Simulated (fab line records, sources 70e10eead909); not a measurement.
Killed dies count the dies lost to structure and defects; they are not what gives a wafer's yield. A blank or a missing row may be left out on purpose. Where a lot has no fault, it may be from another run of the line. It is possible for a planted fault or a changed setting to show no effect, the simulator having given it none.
The tool behind it: which one? / flow nand harc / 12 lots with 36 wafers sampled at 4 steps, on a route of 1302 steps

== WHAT THE GAUGES READ, wafer by wafer ==
NHARC_A_ONON_D1_THK_MEAS_21: measures by ellipsometry. Usual: thk nm 998 nm, standard deviation 7.5.
lot=L996; measured=day 8 17:13; on=film metro-02; thk nm (nm)=989 990 990; flag=
lot=L998; measured=day 9 09:54; on=film metro-02; thk nm (nm)=1005 1003 1004; flag=
lot=L100; measured=day 10 02:28; on=film metro-01; thk nm (nm)=994 993 994; flag=
lot=L102; measured=day 10 23:27; on=film metro-02; thk nm (nm)=989 987 987; flag=
lot=L103; measured=day 11 19:53; on=film metro-02; thk nm (nm)=1010 1010 1010; flag=
lot=L104; measured=day 12 03:51; on=film metro-02; thk nm (nm)=988 990 990; flag=
lot=L106; measured=day 12 20:55; on=film metro-01; thk nm (nm)=998 997 997; flag=
lot=L108; measured=day 13 11:11; on=film metro-01; thk nm (nm)=1005 1004 1002; flag=
lot=L111; measured=day 15 08:52; on=film metro-01; thk nm (nm)=1008 1009 1008; flag=
lot=L115; measured=day 16 10:10; on=film metro-02; thk nm (nm)=991 993 991; flag=
lot=L116; measured=day 16 19:07; on=film metro-01; thk nm (nm)=1001 1000 1000; flag=
lot=L118; measured=day 17 13:38; on=film metro-01; thk nm (nm)=989 989 988; flag=

NHARC_A_ONON_D1_THK_MEAS_34: measures by ellipsometry. Usual: thk nm 200.8 nm, standard deviation 2.8.
lot=L996; measured=day 8 19:24; on=film metro-02; thk nm (nm)=196.2 198.9 203.9; flag=
lot=L998; measured=day 9 12:04; on=film metro-01; thk nm (nm)=201.9 203.4 201.3; flag=
lot=L100; measured=day 10 04:38; on=film metro-02; thk nm (nm)=201.0 203.5 200.3; flag=
lot=L102; measured=day 11 01:37; on=film metro-01; thk nm (nm)=196.6 205.8 205.1; flag=
lot=L103; measured=day 11 22:04; on=film metro-01; thk nm (nm)=194.9 199.0 198.0; flag=
lot=L104; measured=day 12 06:02; on=film metro-02; thk nm (nm)=195.2 197.0 200.1; flag=
lot=L106; measured=day 12 23:06; on=film metro-01; thk nm (nm)=200.1 200.2 204.1; flag=
lot=L108; measured=day 13 13:23; on=film metro-01; thk nm (nm)=197.8 203.0 205.3; flag=
lot=L111; measured=day 15 11:11; on=film metro-01; thk nm (nm)=200.3 202.0 200.6; flag=
lot=L115; measured=day 16 12:20; on=film metro-01; thk nm (nm)=186.3 179.5 190.0; flag=OFF
lot=L116; measured=day 16 21:17; on=film metro-01; thk nm (nm)=188.8 188.7 190.7; flag=OFF
lot=L118; measured=day 17 15:51; on=film metro-02; thk nm (nm)=195.2 202.6 200.2; flag=

NHARC_A_ONON_D1_INSPECT_32. Usual: raw defect count 66, standard deviation 21.
lot=L996; measured=day 8 19:29; on=defect inspect-01; raw defect count=96 78 53; flag=
lot=L998; measured=day 9 12:09; on=defect inspect-01; raw defect count=85 81 93; flag=
lot=L100; measured=day 10 04:43; on=defect inspect-01; raw defect count=77 83 51; flag=
lot=L102; measured=day 11 01:42; on=defect inspect-01; raw defect count=46 60 44; flag=
lot=L103; measured=day 11 22:07; on=defect inspect-01; raw defect count=58 100 81; flag=
lot=L104; measured=day 12 06:06; on=defect inspect-01; raw defect count=98 85 71; flag=
lot=L106; measured=day 12 23:10; on=defect inspect-02; raw defect count=65 85 107; flag=
lot=L108; measured=day 13 13:28; on=defect inspect-02; raw defect count=74 48 63; flag=
lot=L111; measured=day 15 11:16; on=defect inspect-02; raw defect count=54 37 59; flag=
lot=L115; measured=day 16 12:24; on=defect inspect-01; raw defect count=49 54 70; flag=
lot=L116; measured=day 16 21:22; on=defect inspect-02; raw defect count=81 65 82; flag=
lot=L118; measured=day 17 15:55; on=defect inspect-01; raw defect count=53 62 56; flag=

== WHICH TOOL RAN EACH LOT (tool, then ch and the chambers of the sampled wafers, then the start) ==
lot=L996; NHARC_A_ONON_D1_DEP_33=pecvd-01 ch 0,2, day 8 19:04
lot=L998; NHARC_A_ONON_D1_DEP_33=pecvd-01 ch 0,1,2, day 9 11:47
lot=L100; NHARC_A_ONON_D1_DEP_33=pecvd-02 ch 0,2, day 10 04:16
lot=L102; NHARC_A_ONON_D1_DEP_33=pecvd-02 ch 0,1,2, day 11 01:15
lot=L103; NHARC_A_ONON_D1_DEP_33=pecvd-02 ch 1,2, day 11 21:38
lot=L104; NHARC_A_ONON_D1_DEP_33=pecvd-02 ch 0,1,2, day 12 05:37
lot=L106; NHARC_A_ONON_D1_DEP_33=pecvd-03 ch 0,1, day 12 22:44
lot=L108; NHARC_A_ONON_D1_DEP_33=pecvd-02 ch 0,1, day 13 13:01
lot=L111; NHARC_A_ONON_D1_DEP_33=pecvd-01 ch 0,1, day 15 10:42
lot=L115; NHARC_A_ONON_D1_DEP_33=pecvd-02 ch 0,2, day 16 11:55
lot=L116; NHARC_A_ONON_D1_DEP_33=pecvd-02 ch 0,1, day 16 20:55
lot=L118; NHARC_A_ONON_D1_DEP_33=pecvd-01 ch 1,2, day 17 15:32
- NHARC_A_ONON_D1_DEP_33: deposits SiO2, target thk 200 nm.

== WHAT THE TOOLS THEMSELVES READ (means of the sampled wafers that have a number; where no wafer has one, the mark that the record gives instead) ==
NHARC_A_ONON_D1_DEP_33. Usual: heater power outer w 295 W, standard deviation 60; heater power w 532 W, standard deviation 90; mfc precursor sccm 161.4 sccm, standard deviation 0.5; throttle valve pct 15.8 %, standard deviation 0.51.
lot=L996; tool=pecvd-01; heater power outer w (W)=373; heater power w (W)=655; mfc precursor sccm (sccm)=161.2; throttle valve pct (%)=15.9; flag=
lot=L998; tool=pecvd-01; heater power outer w (W)=313; heater power w (W)=577; mfc precursor sccm (sccm)=161.6; throttle valve pct (%)=16.0; flag=
lot=L100; tool=pecvd-02; heater power outer w (W)=275; heater power w (W)=491; mfc precursor sccm (sccm)=161.1; throttle valve pct (%)=15.7; flag=
lot=L102; tool=pecvd-02; heater power outer w (W)=277; heater power w (W)=488; mfc precursor sccm (sccm)=161.1; throttle valve pct (%)=15.5; flag=
lot=L103; tool=pecvd-02; heater power outer w (W)=262; heater power w (W)=468; mfc precursor sccm (sccm)=161.4; throttle valve pct (%)=15.6; flag=
lot=L104; tool=pecvd-02; heater power outer w (W)=292; heater power w (W)=504; mfc precursor sccm (sccm)=161.1; throttle valve pct (%)=15.5; flag=
lot=L106; tool=pecvd-03; heater power outer w (W)=322; heater power w (W)=528; mfc precursor sccm (sccm)=160.8; throttle valve pct (%)=15.8; flag=
lot=L108; tool=pecvd-02; heater power outer w (W)=284; heater power w (W)=493; mfc precursor sccm (sccm)=161.7; throttle valve pct (%)=16.0; flag=
lot=L111; tool=pecvd-01; heater power outer w (W)=384; heater power w (W)=675; mfc precursor sccm (sccm)=161.4; throttle valve pct (%)=15.5; flag=
lot=L115; tool=pecvd-02; heater power outer w (W)=257; heater power w (W)=460; mfc precursor sccm (sccm)=149.0; throttle valve pct (%)=15.4; flag=OFF
lot=L116; tool=pecvd-02; heater power outer w (W)=257; heater power w (W)=461; mfc precursor sccm (sccm)=149.0; throttle valve pct (%)=15.6; flag=OFF
lot=L118; tool=pecvd-01; heater power outer w (W)=335; heater power w (W)=596; mfc precursor sccm (sccm)=161.6; throttle valve pct (%)=16.7; flag=

== THE ANSWER, worked out from the rows above alone ==
Rule: a lot is off if the mean of its wafers that have a number lies more than 3 standard deviations from the usual mean. Also off: a lot with no number at a reading for which 4 or more lots have one. The other lots that the step has rows for count as sound. After the gauges, taken in route order, come the tools' own readings; for these a lot's mean is taken, as printed above. At the first step where some lot is off, the reading lying furthest off is the one used; lots without a number count as furthest.
Off at NHARC_A_ONON_D1_THK_MEAS_34 (thk nm): L115, L116.
A tool fits if, at a process step before that reading, it ran every lot that is off, and no sound lot after the first of them. The gauges at NHARC_A_ONON_D1_THK_MEAS_34 aren't tried: what is off there is off at NHARC_A_ONON_D1_DEP_33 too, on other tools, and a gauge's error can't cause that. One fits: NHARC_A_ONON_D1_DEP_33 on pecvd-02. Its last sound lot is L108 (day 13 13:01), its first lot that is off L115 (day 16 11:55): a fault that began between those two fits.
On the lots that are off, the tool's own readings at NHARC_A_ONON_D1_DEP_33 differ by more than 5 times the standard deviation of the sound lots' means, which bears it out; mfc precursor sccm reads 149.0 sccm there versus 161.3 sccm on the sound lots.

== WHAT THE SIMULATOR HAD PUT IN ==
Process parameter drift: pecvd-02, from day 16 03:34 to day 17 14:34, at NHARC_A_ONON_D1_DEP_33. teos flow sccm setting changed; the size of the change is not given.
Struck lots among those shown: L115, L116. Same finding as the rule above.
